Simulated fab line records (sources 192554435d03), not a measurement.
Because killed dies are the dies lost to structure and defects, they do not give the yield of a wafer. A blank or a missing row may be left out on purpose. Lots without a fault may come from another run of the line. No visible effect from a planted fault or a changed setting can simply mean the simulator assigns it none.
Split-lot study || flow n5_finfet || route with 1938 steps; 7 lots, 39 wafers read

## THE SPLIT ITSELF
At N5_BEOL_M2_DESCUM_33 (chemistry O2, time 7 s), the setting time_s was moved away from the recipe's 7 s on 9 of the 39 wafers read, by -34.7% to +57.9%. For the rest of the wafers, this setting stayed at what the recipe calls for.

There is no step in the file separating the split from the reading.

## THE READING
CAR-EUV_of_BEOL_M2_COAT_22.thk_nm (the simulator's own value, which no gauge read), in nm, at N5_BEOL_M2_ETCH_77 (etches underlayer in N2/H2, target depth 6.5 nm, time 5.2 s). The file does not state a usual value for it. Across the 30 wafers here that went through the recipe, the average is 20.3 nm and the standard deviation 0.11 nm.

{"wafer": "L080.1", "tool, chamber at the split": "rie_diel-02, 1,0", "time_s as run, s": 7, "against the recipe": "recipe", "CAR-EUV_of_BEOL_M2_COAT_22.thk_nm, nm": 20.4, "against lot-mates on the recipe": "-"}
{"wafer": "L080.4", "tool, chamber at the split": "rie_diel-02, 0", "time_s as run, s": 7, "against the recipe": "recipe", "CAR-EUV_of_BEOL_M2_COAT_22.thk_nm, nm": 20.4, "against lot-mates on the recipe": "-"}
{"wafer": "L080.5", "tool, chamber at the split": "rie_diel-02, 1,0", "time_s as run, s": 7, "against the recipe": "recipe", "CAR-EUV_of_BEOL_M2_COAT_22.thk_nm, nm": 20.4, "against lot-mates on the recipe": "-"}
{"wafer": "L080.2", "tool, chamber at the split": "rie_diel-02, 3", "time_s as run, s": 9.092, "against the recipe": "+29.9%", "CAR-EUV_of_BEOL_M2_COAT_22.thk_nm, nm": 19.4, "against lot-mates on the recipe": -1.0}
{"wafer": "L080.6", "tool, chamber at the split": "rie_diel-02, 2,1", "time_s as run, s": 9.092, "against the recipe": "+29.9%", "CAR-EUV_of_BEOL_M2_COAT_22.thk_nm, nm": 19.4, "against lot-mates on the recipe": -1.0}
{"wafer": "L080.3", "tool, chamber at the split": "rie_diel-02, 2,1", "time_s as run, s": 9.092, "against the recipe": "+29.9%", "CAR-EUV_of_BEOL_M2_COAT_22.thk_nm, nm": 19.2, "against lot-mates on the recipe": -1.2}
{"wafer": "L081.1", "tool, chamber at the split": "rie_diel-02, 0,1,2", "time_s as run, s": 11.05, "against the recipe": "+57.9%", "CAR-EUV_of_BEOL_M2_COAT_22.thk_nm, nm": 18.2, "against lot-mates on the recipe": -2.1}
{"wafer": "L081.2", "tool, chamber at the split": "rie_diel-02, 0,1,2", "time_s as run, s": 11.05, "against the recipe": "+57.9%", "CAR-EUV_of_BEOL_M2_COAT_22.thk_nm, nm": 18.2, "against lot-mates on the recipe": -2.1}
{"wafer": "L081.5", "tool, chamber at the split": "rie_diel-02, 0,1,2", "time_s as run, s": 11.05, "against the recipe": "+57.9%", "CAR-EUV_of_BEOL_M2_COAT_22.thk_nm, nm": 18.2, "against lot-mates on the recipe": -2.1}
{"wafer": "L081.3", "tool, chamber at the split": "rie_diel-02, 3,2,1", "time_s as run, s": 7, "against the recipe": "recipe", "CAR-EUV_of_BEOL_M2_COAT_22.thk_nm, nm": 20.4, "against lot-mates on the recipe": "-"}
{"wafer": "L081.4", "tool, chamber at the split": "rie_diel-02, 3,2,1", "time_s as run, s": 7, "against the recipe": "recipe", "CAR-EUV_of_BEOL_M2_COAT_22.thk_nm, nm": 20.2, "against lot-mates on the recipe": "-"}
{"wafer": "L081.6", "tool, chamber at the split": "rie_diel-02, 3,2,1", "time_s as run, s": 7, "against the recipe": "recipe", "CAR-EUV_of_BEOL_M2_COAT_22.thk_nm, nm": 20.2, "against lot-mates on the recipe": "-"}
{"wafer": "L082.1", "tool, chamber at the split": "rie_diel-02, 3", "time_s as run, s": 7, "against the recipe": "recipe", "CAR-EUV_of_BEOL_M2_COAT_22.thk_nm, nm": 20.6, "against lot-mates on the recipe": "-"}
{"wafer": "L082.2", "tool, chamber at the split": "rie_diel-02, 0,2,3,0,2", "time_s as run, s": 7, "against the recipe": "recipe", "CAR-EUV_of_BEOL_M2_COAT_22.thk_nm, nm": 20.2, "against lot-mates on the recipe": "-"}
{"wafer": "L082.3", "tool, chamber at the split": "rie_diel-02, 0,2,3,0,2", "time_s as run, s": 7, "against the recipe": "recipe", "CAR-EUV_of_BEOL_M2_COAT_22.thk_nm, nm": 20.2, "against lot-mates on the recipe": "-"}
{"wafer": "L082.6", "tool, chamber at the split": "rie_diel-02, 0,2,3,0,2", "time_s as run, s": 7, "against the recipe": "recipe", "CAR-EUV_of_BEOL_M2_COAT_22.thk_nm, nm": 20.2, "against lot-mates on the recipe": "-"}
{"wafer": "L082.4", "tool, chamber at the split": "rie_diel-02, 0,2,3,0,2", "time_s as run, s": 7, "against the recipe": "recipe", "CAR-EUV_of_BEOL_M2_COAT_22.thk_nm, nm": 20.4, "against lot-mates on the recipe": "-"}
{"wafer": "L082.5", "tool, chamber at the split": "rie_diel-02, 0,2,3,0,2", "time_s as run, s": 7, "against the recipe": "recipe", "CAR-EUV_of_BEOL_M2_COAT_22.thk_nm, nm": 20.4, "against lot-mates on the recipe": "-"}
{"wafer": "L084.1", "tool, chamber at the split": "rie_diel-01, 2,0", "time_s as run, s": 7, "against the recipe": "recipe", "CAR-EUV_of_BEOL_M2_COAT_22.thk_nm, nm": 20.4, "against lot-mates on the recipe": "-"}
{"wafer": "L084.3", "tool, chamber at the split": "rie_diel-01, 1", "time_s as run, s": 7, "against the recipe": "recipe", "CAR-EUV_of_BEOL_M2_COAT_22.thk_nm, nm": 20.4, "against lot-mates on the recipe": "-"}
{"wafer": "L084.4", "tool, chamber at the split": "rie_diel-01, 2,0", "time_s as run, s": 7, "against the recipe": "recipe", "CAR-EUV_of_BEOL_M2_COAT_22.thk_nm, nm": 20.4, "against lot-mates on the recipe": "-"}
{"wafer": "L084.2", "tool, chamber at the split": "rie_diel-01, 3,2,3", "time_s as run, s": 4.571, "against the recipe": "-34.7%", "CAR-EUV_of_BEOL_M2_COAT_22.thk_nm, nm": 21.6, "against lot-mates on the recipe": "+1.2"}
{"wafer": "L084.5", "tool, chamber at the split": "rie_diel-01, 3,2,3", "time_s as run, s": 4.571, "against the recipe": "-34.7%", "CAR-EUV_of_BEOL_M2_COAT_22.thk_nm, nm": 21.6, "against lot-mates on the recipe": "+1.2"}
{"wafer": "L084.6", "tool, chamber at the split": "rie_diel-01, 3,2,3", "time_s as run, s": 4.571, "against the recipe": "-34.7%", "CAR-EUV_of_BEOL_M2_COAT_22.thk_nm, nm": 21.6, "against lot-mates on the recipe": "+1.2"}
{"wafer": "L087.1", "tool, chamber at the split": "rie_diel-04, 2,0,1,1,0", "time_s as run, s": 7, "against the recipe": "recipe", "CAR-EUV_of_BEOL_M2_COAT_22.thk_nm, nm": 20.4, "against lot-mates on the recipe": "-"}
{"wafer": "L087.3", "tool, chamber at the split": "rie_diel-04, 3", "time_s as run, s": 7, "against the recipe": "recipe", "CAR-EUV_of_BEOL_M2_COAT_22.thk_nm, nm": 20.4, "against lot-mates on the recipe": "-"}
{"wafer": "L087.2", "tool, chamber at the split": "rie_diel-04, 2,0,1,1,0", "time_s as run, s": 7, "against the recipe": "recipe", "CAR-EUV_of_BEOL_M2_COAT_22.thk_nm, nm": 20.2, "against lot-mates on the recipe": "-"}
{"wafer": "L087.4", "tool, chamber at the split": "rie_diel-04, 2,0,1,1,0", "time_s as run, s": 7, "against the recipe": "recipe", "CAR-EUV_of_BEOL_M2_COAT_22.thk_nm, nm": 20.2, "against lot-mates on the recipe": "-"}
{"wafer": "L087.5", "tool, chamber at the split": "rie_diel-04, 2,0,1,1,0", "time_s as run, s": 7, "against the recipe": "recipe", "CAR-EUV_of_BEOL_M2_COAT_22.thk_nm, nm": 20.2, "against lot-mates on the recipe": "-"}
{"wafer": "L087.6", "tool, chamber at the split": "rie_diel-04, 2,0,1,1,0", "time_s as run, s": 7, "against the recipe": "recipe", "CAR-EUV_of_BEOL_M2_COAT_22.thk_nm, nm": 20.2, "against lot-mates on the recipe": "-"}
{"wafer": "L088.1", "tool, chamber at the split": "rie_diel-01, 2,3,0", "time_s as run, s": 7, "against the recipe": "recipe", "CAR-EUV_of_BEOL_M2_COAT_22.thk_nm, nm": 20.4, "against lot-mates on the recipe": "-"}
{"wafer": "L088.5", "tool, chamber at the split": "rie_diel-01, 2,3,0", "time_s as run, s": 7, "against the recipe": "recipe", "CAR-EUV_of_BEOL_M2_COAT_22.thk_nm, nm": 20.2, "against lot-mates on the recipe": "-"}
{"wafer": "L088.6", "tool, chamber at the split": "rie_diel-01, 2,3,0", "time_s as run, s": 7, "against the recipe": "recipe", "CAR-EUV_of_BEOL_M2_COAT_22.thk_nm, nm": 20.2, "against lot-mates on the recipe": "-"}
{"wafer": "L090.1", "tool, chamber at the split": "rie_diel-04, 1,2,0,1,2", "time_s as run, s": 7, "against the recipe": "recipe", "CAR-EUV_of_BEOL_M2_COAT_22.thk_nm, nm": 20.4, "against lot-mates on the recipe": "-"}
{"wafer": "L090.2", "tool, chamber at the split": "rie_diel-04, 1,2,0,1,2", "time_s as run, s": 7, "against the recipe": "recipe", "CAR-EUV_of_BEOL_M2_COAT_22.thk_nm, nm": 20.4, "against lot-mates on the recipe": "-"}
{"wafer": "L090.3", "tool, chamber at the split": "rie_diel-04, 1,2,0,1,2", "time_s as run, s": 7, "against the recipe": "recipe", "CAR-EUV_of_BEOL_M2_COAT_22.thk_nm, nm": 20.4, "against lot-mates on the recipe": "-"}
{"wafer": "L090.5", "tool, chamber at the split": "rie_diel-04, 1,2,0,1,2", "time_s as run, s": 7, "against the recipe": "recipe", "CAR-EUV_of_BEOL_M2_COAT_22.thk_nm, nm": 20.4, "against lot-mates on the recipe": "-"}
{"wafer": "L090.6", "tool, chamber at the split": "rie_diel-04, 1,2,0,1,2", "time_s as run, s": 7, "against the recipe": "recipe", "CAR-EUV_of_BEOL_M2_COAT_22.thk_nm, nm": 20.4, "against lot-mates on the recipe": "-"}
{"wafer": "L090.4", "tool, chamber at the split": "rie_diel-04, 0", "time_s as run, s": 7, "against the recipe": "recipe", "CAR-EUV_of_BEOL_M2_COAT_22.thk_nm, nm": 20.2, "against lot-mates on the recipe": "-"}
If several chambers appear in one row, that row covers several wafers at once and the file leaves open which wafer was in which chamber.

THE FIT
A straight line over all 39 wafers: CAR-EUV_of_BEOL_M2_COAT_22.thk_nm changes by -0.0362 nm for each +1% of time_s; r = -0.99; the points scatter about the line by 0.11 nm.
The same after taking each lot's own level away (the mean of its wafers on the recipe; 39 wafers): -0.0354 nm for each +1%; r = -0.99; scatter 0.09 nm.
According to that fit, moving time_s by its largest amount changes the reading by 2 nm.
The span of the lots' own levels, 20.27 to 20.40 nm, comes to 1.2 times the standard deviation stated above.
Hence the lot-to-lot level has little effect on the slope; both slopes agree.
Check: -2.05 nm against its lot-mates is what the line predicts for one of the wafers moved furthest among these (+57.9%) when that wafer is left out of the fit. Against them it came out at -2.07 nm.

## FURTHER SPLITS ON THESE WAFERS
Other splits were also applied to these wafers ahead of the reading. Each is held against what the fit with the lots' levels taken away leaves over:
{"other split on the same wafers": "N5_FIN_SAQP_ETCH_65 time_s", "wafers away from the commonest value": 9, "r with CAR-EUV_of_BEOL_M2_COAT_22.thk_nm (lot level and that fit taken away)": "+0.16"}
{"other split on the same wafers": "N5_BEOL_M1_ILD_DEP_00 target_thk_a", "wafers away from the commonest value": 9, "r with CAR-EUV_of_BEOL_M2_COAT_22.thk_nm (lot level and that fit taken away)": "+0.01"}

## THE WHOLE CHAIN: every reading that the file lists as answering this split, in the file's order
{"step": "N5_BEOL_M2_DESCUM_33", "what it does": "chemistry O2, time 7 s", "reading": "CAR-EUV_of_BEOL_M2_COAT_22.thk_nm (the simulator's own value, which no gauge read)", "change (the file's fit)": "-0.0335 nm for each +1% of the setting", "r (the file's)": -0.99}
{"step": "N5_BEOL_M2_ETCH_77", "what it does": "etches underlayer in N2/H2, target depth 6.5 nm, time 5.2 s", "reading": "CAR-EUV_of_BEOL_M2_COAT_22.thk_nm (the simulator's own value, which no gauge read)", "change (the file's fit)": "-0.0355 nm for each +1% of the setting", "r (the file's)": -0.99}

## FILE'S OWN FIT
CAR-EUV_of_BEOL_M2_COAT_22.thk_nm changes by -0.0355 nm for each +1% of time_s, r = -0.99.
